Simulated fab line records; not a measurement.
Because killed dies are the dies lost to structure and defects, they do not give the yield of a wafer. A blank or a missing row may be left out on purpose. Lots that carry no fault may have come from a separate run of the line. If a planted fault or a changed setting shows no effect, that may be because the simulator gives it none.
Comparing a struck lot with a sound one ; flow n5 finfet ; 22 out of 1938 route steps
Sound: the wafers L932.2, L932.3, L932.5. The struck wafers were L942.1, L942.2, L942.6. Last of all comes the cause.
At each step with rows: each side's tool, then ch and its chambers, then its first start. Under that, the readings that differ: sound wafers ; struck wafers ; difference of the means ; sigmas: that difference in standard deviations of wafers without a fault.
alike: a reading whose means differ by less than 2 such deviations, as well as words and numbers matching on both sides. not compared: withheld readings; readings where some wafer has no value; bounds like >300 that might hide an equal value; numbers whose values overlap and for which the record gives no deviation.
The two part at a step that has a row with sigmas, a row that says differs or no value, or rows on one side only. Numbers that don't overlap but have no deviation are shown without sigmas and don't part them. Lack of a reading on every wafer of one side parts them only where that side has two or more wafers.

first, 11 steps without rows for these wafers: N5_WELL_APT_OXIDE_STRIP_42 (strips SiO2 in dHF, time 45 s, target depth 12 nm); N5_WELL_APT_PRECLEAN_36 (cleans in O3/DIW, time 45 s); N5_WELL_APT_PRECLEAN_39 (cleans in dHF, time 60 s); N5_WELL_APT_SRD_37 (time 30 s); N5_WELL_APT_EPI_41 (deposits Si from SiH4/H2, target thk 50 nm, time 297.7 s); N5_PMOS_HMC_CHANNEL_EPI_HM_DEP_34 (deposits SiO2 from TEOS/O2, target thk 36 nm, time 6.9 s); N5_PMOS_HMC_CHANNEL_EPI_COAT_31 (time 60 s, resist thk 66 nm); N5_PMOS_HMC_CHANNEL_EPI_COAT_03 (resist thk 205 nm); N5_PMOS_HMC_CHANNEL_EPI_EBR_05; N5_PMOS_HMC_CHANNEL_EPI_SOFTBAKE_04 (time 60 s); N5_PMOS_HMC_CHANNEL_EPI_EXPOSE_06 (exposes mask PMOS HMC BLK, target cd 240 nm).
N5_PMOS_HMC_CHANNEL_EPI_PEB_07: peb time 60 s.
  sound on litho track-02 ch 0, day 3 04:55; struck on litho track-02 ch 0, day 5 18:31
reading;sound;struck;difference;sigmas
plate temp C (C);109.81 109.92 110.00;110.93 110.78 110.68;+0.89;+7
then, 1 step without rows for these wafers: N5_PMOS_HMC_CHANNEL_EPI_DEVELOP_08 (develop time 30 s).
N5_PMOS_HMC_CHANNEL_EPI_DESCUM_14: chemistry O2, time 7.9 s.
  sound on rie diel-05 ch 1,2,3, day 3 05:04; struck on rie diel-05 ch 0,1,3, day 5 18:40
reading;sound;struck;difference;sigmas
model.PMOS_HMC_CHANNEL_EPI.cd nm (nm);238.6 237.9 237.8;239.7 239.5 240;+1.6;
  alike: bias power w, drypump motor current A, oes product au, rf vpp V, showerhead plenum p Torr, temp c, throttle valve pct
  not compared: rf hours counter h
then, 5 steps without rows for these wafers: N5_PMOS_HMC_CHANNEL_EPI_ETCH_32 (etches BARC in N2/H2, stops on SiO2, target depth 85.8 nm, time 50.3 s); N5_PMOS_HMC_CHANNEL_EPI_HM_OPEN_15 (chemistry CHF3/O2, target SiO2, target depth 40.6 nm, time 20.3 s); N5_PMOS_HMC_CHANNEL_EPI_STRIP_33 (strips in N2/H2); N5_PMOS_HMC_CHANNEL_EPI_STRIP_17 (strips in SPM, time 750 s); N5_PMOS_HMC_CHANNEL_EPI_ETCH_38 (etches SiO2 in CF4, target depth 1.5 nm).
N5_PMOS_HMC_CHANNEL_EPI_FIN_RECESS_16: chemistry HBr/Cl2, target Si, target depth 54 nm, time 18 s.
  sound on rie si-06 ch 1,2,3, day 3 05:31; struck on rie si-02 ch 0,1,2, day 5 19:07
reading;sound;struck;difference;sigmas
model.PMOS_HMC_CHANNEL_EPI.cd nm (nm);241 240.6 240.4;242 242.7 241.6;+1;
  alike: HBr_flow_sccm, drypump motor current A, mfc cl2 sccm, oes product au, throttle valve pct
  not compared: rf hours counter h
then, 1 step without rows for these wafers: N5_PMOS_HMC_CHANNEL_EPI_PRECLEAN_36 (cleans in O3/DIW, time 45 s).
-- a jump in the record: the struck wafers' starts before and after are 8 days apart (it breaks off in module PMOS_HMC_CHANNEL_EPI and resumes in module BEOL_M4, where the first step shown is number 1111 of the route) --
N5_BEOL_M4_RC_MEAS_101:
  sound on prober-02 ch 0, day 11 20:35; struck on prober-01 ch 0, day 14 01:17
  alike: DIBL_N, DIBL_P, IOFF_N, IOFF_P, ION_N, ION_P, SS_N, SS_P, VT_N, VT_P

## WHERE THEY PART
Within this record, at N5_PMOS_HMC_CHANNEL_EPI_PEB_07 only. Later steps at which nothing parts them and some readings are alike: N5_PMOS_HMC_CHANNEL_EPI_DESCUM_14, N5_PMOS_HMC_CHANNEL_EPI_FIN_RECESS_16, N5_BEOL_M4_RC_MEAS_101.

WHY: what the simulator had put in
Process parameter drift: litho track-02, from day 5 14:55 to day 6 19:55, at N5_PMOS_HMC_CHANNEL_EPI_PEB_07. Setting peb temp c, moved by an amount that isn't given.
